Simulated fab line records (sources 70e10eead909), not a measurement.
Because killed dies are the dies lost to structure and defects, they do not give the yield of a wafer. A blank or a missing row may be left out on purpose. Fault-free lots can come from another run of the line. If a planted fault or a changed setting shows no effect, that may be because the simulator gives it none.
What tool caused it?	flow nandHarc	18 wafers from 6 lots sampled at 3 of the route's 1302 steps

== WHAT EACH GAUGE READ, for each wafer ==
NHARC_P_GATE_CD_MEAS_11: target cd 1640 nm.
lot	measured	on	cdNm (nm)
L813	day 4 17:14	cdSem-01	1638.7 1641.2 1640.5
L816	day 6 00:22	cdSem-03	1639.5 1641.5 1641.7
L818	day 7 02:48	cdSem-03	1640.4 1639.1 1641.0
L822	day 8 19:16	cdSem-01	- - -
L832	day 12 21:34	cdSem-02	1640.0 1640.6 1640.7
L834	day 13 12:01	cdSem-01	1640.4 1641.0 1641.2

== EACH LOT AND THE TOOL THAT RAN IT (in order: tool; ch and the chambers of the sampled wafers; start) ==
lot	NHARC_P_STI_ETCH_15	NHARC_P_GATE_EXPOSE_08
L813	rieSi-06 ch 0,2,3, day 3 10:20	krfScanner-02 ch 0, day 4 17:05
L816	rieSi-06 ch 0,1,3, day 4 13:19	krfScanner-02 ch 0, day 6 00:13
L818	rieSi-06 ch 0,1,3, day 5 11:10	krfScanner-04 ch 0, day 7 02:38
L822	rieSi-03 ch 1,2,3, day 7 06:02	krfScanner-01 ch 0, day 8 19:07
L832	rieSi-05 ch 1,2, day 11 07:56	krfScanner-04 ch 0, day 12 21:25
L834	rieSi-05 ch 0,1, day 12 00:55	krfScanner-04 ch 0, day 13 11:52
- NHARC_P_STI_ETCH_15: etches the open film in HBr/Cl2, target depth 300 nm, time 100.1 s.
- NHARC_P_GATE_EXPOSE_08: exposes mask P HV.

== THE ANSWER, worked out from the rows above alone ==
Rule: the lots themselves supply what counts as usual. Put in order of their means at a reading, lots are off if they are a third of the lots or fewer, leave a main group of 4 or more, and stand apart from it by a gap of 3 or more times the standard deviation of the main group's means; of several such gaps the widest counts. A main group whose means are all the same, to the digits that the tables above print for the reading, isn't used. Also off: a lot with no number at a reading for which 4 or more lots have one. Where the step has rows for the other lots, those lots are counted as sound.
Off, at NHARC_P_GATE_CD_MEAS_11 on cdNm: L822. Without a number there: L822. The main group has a mean of 1640.5 nm with a standard deviation of 0.33.
If a tool, at a process step before that reading, ran all the lots that are off and no sound lot after the first of them, it fits. Gauges at NHARC_P_GATE_CD_MEAS_11: tried the same way as those tools. This does not decide it: 2 tools fit, namely rieSi-03 at NHARC_P_STI_ETCH_15 and krfScanner-01 at NHARC_P_GATE_EXPOSE_08.

== WHAT THE SIMULATOR HAD INSERTED ==
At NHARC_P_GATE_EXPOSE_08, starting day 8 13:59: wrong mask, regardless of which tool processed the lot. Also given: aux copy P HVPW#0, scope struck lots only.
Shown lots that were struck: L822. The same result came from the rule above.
